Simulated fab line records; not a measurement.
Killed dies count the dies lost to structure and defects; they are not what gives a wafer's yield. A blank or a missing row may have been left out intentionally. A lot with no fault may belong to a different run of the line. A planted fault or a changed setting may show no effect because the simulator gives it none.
Chamber matching	flow n5Finfet	N5_BEOL_M8_VIA_ETCH_34 on rieDiel-06 has 4 sister chambers
The step etches SiCOH lowk in C4F6/O2, target depth 125.5 nm, time 50.5 s. 18 wafers are shown with their chamber, then 9 later ones without.

== WAFERS, EACH WITH ITS CHAMBER ==
wafer	chamber	rfVppV (V)	showerheadPlenumPTorr (Torr)	throttleValvePct (%)
L074.2	1	671	3.04	20.78
L074.3	3	653	2.81	21.22
L074.6	3	653	2.81	21.20
L076.1	1	669	3.03	20.78
L076.4	1	671	3.03	20.78
L076.6	0	680	2.98	21.04
L077.2	0	680	2.98	21.03
L077.5	2	671	2.92	20.79
L077.6	3	653	2.81	21.22
L084.3	1	669	3.02	20.80
L084.4	2	669	2.92	20.81
L084.5	0	680	2.97	21.06
L085.1	3	653	2.80	21.26
L085.4	0	681	2.97	21.08
L085.5	3	653	2.80	21.26
L086.1	1	669	3.02	20.80
L086.2	2	669	2.91	20.81
L086.5	0	680	2.97	21.06

SIGNATURES, as means of the wafers listed above
reading	chamber 0	chamber 1	chamber 2	chamber 3	scatter within a chamber
rfVppV	680.20	669.80	669.67	653.00	0.768
showerheadPlenumPTorr	2.9740	3.0280	2.9167	2.8060	0.00647
throttleValvePct	21.0540	20.7880	20.8033	21.2320	0.0192
Rule: a wafer lies at a distance from a chamber equal to the root of the sum of squares, over the readings, of (its reading less the chamber's mean, divided by the reading's scatter). If the next closest chamber is less than 2 further off than the closest, the wafer can't be placed; otherwise it belongs to the closest. How the scatter is found: for the shown wafers, subtract from each reading the mean of its chamber, square and add these, divide the total by (wafers less chambers), then take the root.

== WAFERS WHOSE CHAMBER IS MISSING ==
wafer	rfVppV (V)	showerheadPlenumPTorr (Torr)	throttleValvePct (%)
L087.3	680	2.97	21.06
L087.4	669	3.02	20.81
L087.6	668	3.02	20.81
L091.1	669	2.91	20.84
L091.3	652	2.80	21.28
L091.4	679	2.96	21.09
L096.2	671	3.01	20.82
L096.3	669	2.90	20.86
L096.4	653	2.79	21.28

== CHAMBER TAKEN BY EACH ==
wafer	from the rows above	in truth
L087.3	0	0
L087.4	1	1
L087.6	1	1
L091.1	2	2
L091.3	3	3
L091.4	0	0
L096.2	1	1
L096.3	2	2
L096.4	3	3
9 of 9 placed correctly. From these rows, 0 cannot be placed. Placed wrongly: 0.
